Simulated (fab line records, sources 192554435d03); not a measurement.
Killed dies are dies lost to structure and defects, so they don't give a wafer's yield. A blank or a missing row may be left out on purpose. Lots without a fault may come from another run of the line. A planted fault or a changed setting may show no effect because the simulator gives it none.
Split-lot experiment | flow n5_finfet | 7 lots, 21 wafers read, on a route of 1938 steps

THE SPLIT
At N5_SD_EPI_N_EPI_21 (deposits Si:P, time 690 s), the setting epi_growth_time_s was moved away from the recipe's 690 s on 5 of the 21 wafers read, by +3.4% to +9.8%. The other wafers ran this setting at the recipe's value.

The reading is taken at the split's own step.

THE READING
Si-P_of_SD_EPI_N_EPI_21.thk_nm (the simulator's own value, which no gauge read), in nm, at N5_SD_EPI_N_EPI_21 (deposits Si:P, time 690 s). The file gives no usual value for it. The 16 wafers here that ran the recipe average 58.6 nm, standard deviation 0.68 nm.

wafer  | tool, chamber at the split | epi_growth_time_s as run, s | against the recipe | Si-P_of_SD_EPI_N_EPI_21.thk_nm, nm | against lot-mates on the recipe
L074.1 | epi_rpcvd-04, 0            | 690                         | recipe             | 58.8                               | -
L074.4 | epi_rpcvd-04, 0            | 690                         | recipe             | 59                                 | -
L074.6 | epi_rpcvd-04, 0            | 690                         | recipe             | 58.6                               | -
L078.1 | epi_rpcvd-02, 0            | 690                         | recipe             | 58.4                               | -
L078.2 | epi_rpcvd-02, 0            | 690                         | recipe             | 58.6                               | -
L078.6 | epi_rpcvd-02, 0            | 690                         | recipe             | 57.6                               | -
L079.1 | epi_rpcvd-03, 0            | 690                         | recipe             | 58.4                               | -
L079.2 | epi_rpcvd-03, 0            | 690                         | recipe             | 58.2                               | -
L079.6 | epi_rpcvd-03, 0            | 746.7                       | +8.2%              | 61.8                               | +3.5
L085.1 | epi_rpcvd-03, 0            | 713.8                       | +3.4%              | 59.4                               | +1.7
L085.3 | epi_rpcvd-03, 0            | 690                         | recipe             | 57.8                               | -
L085.5 | epi_rpcvd-03, 0            | 690                         | recipe             | 57.6                               | -
L093.1 | epi_rpcvd-04, 0            | 724                         | +4.9%              | 61.6                               | +2.0
L093.4 | epi_rpcvd-04, 0            | 690                         | recipe             | 59.2                               | -
L093.6 | epi_rpcvd-04, 0            | 690                         | recipe             | 60                                 | -
L094.4 | epi_rpcvd-04, 0            | 690                         | recipe             | 58.4                               | -
L094.5 | epi_rpcvd-04, 0            | 690                         | recipe             | 57.8                               | -
L094.6 | epi_rpcvd-04, 0            | 750.6                       | +8.8%              | 62.4                               | +4.3
L095.1 | epi_rpcvd-03, 0            | 757.9                       | +9.8%              | 63.2                               | +3.8
L095.2 | epi_rpcvd-03, 0            | 690                         | recipe             | 59.2                               | -
L095.6 | epi_rpcvd-03, 0            | 690                         | recipe             | 59.6                               | -

THE FIT
A straight line over all 21 wafers: Si-P_of_SD_EPI_N_EPI_21.thk_nm changes by +0.445 nm for each +1% of epi_growth_time_s; r = +0.91; the points scatter about the line by 0.68 nm.
The same after taking each lot's own level away (the mean of its wafers on the recipe; 21 wafers): +0.43 nm for each +1%; r = +0.98; scatter 0.31 nm.
On that fit, the largest move of epi_growth_time_s shifts the reading by 4.2 nm.
The lots' own levels span 57.70 to 59.60 nm, that is 2.8 times the standard deviation above.
So the lot-to-lot level changes the slope little: the two slopes agree.
Check: with one of the wafers moved furthest among these (+9.8%) left out of the fit, the line predicts +4.48 nm for it against its lot-mates. It came out at +3.8 nm against them.

OTHER SPLITS ON THESE WAFERS
These wafers also went through other splits before the reading. Each is held against what the fit with the lots' levels taken away leaves over:
other split on the same wafers        | wafers away from the commonest value | r with Si-P_of_SD_EPI_N_EPI_21.thk_nm (lot level and that fit taken away)
N5_FIN_SAQP_SPACER1_ALD_24 temp_c     | 6                                    | -0.25
N5_FIN_CUT_COAT_02 spin_rpm           | 8                                    | -0.20
N5_SD_EPI_N_EXPOSE_06 dose_mj         | 5                                    | -0.31
N5_SD_EPI_N_DEVELOP_08 develop_time_s | 7                                    | -0.29

THE WHOLE CHAIN: every reading that the file lists as answering this split, in the file's order
step                    | what it does              | reading                                                                         | change (the file's fit)               | r (the file's)
N5_SD_EPI_N_EPI_21      | deposits Si:P, time 690 s | Si-P_of_SD_EPI_N_EPI_21.thk_nm (the simulator's own value, which no gauge read) | +0.431 nm for each +1% of the setting | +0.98
N5_SD_EPI_N_EPI_MEAS_23 |                           | thk_nm                                                                          | withheld for each +1% of the setting  | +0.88

THE FILE'S OWN FIT
Si-P_of_SD_EPI_N_EPI_21.thk_nm changes by +0.431 nm for each +1% of epi_growth_time_s, r = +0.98.
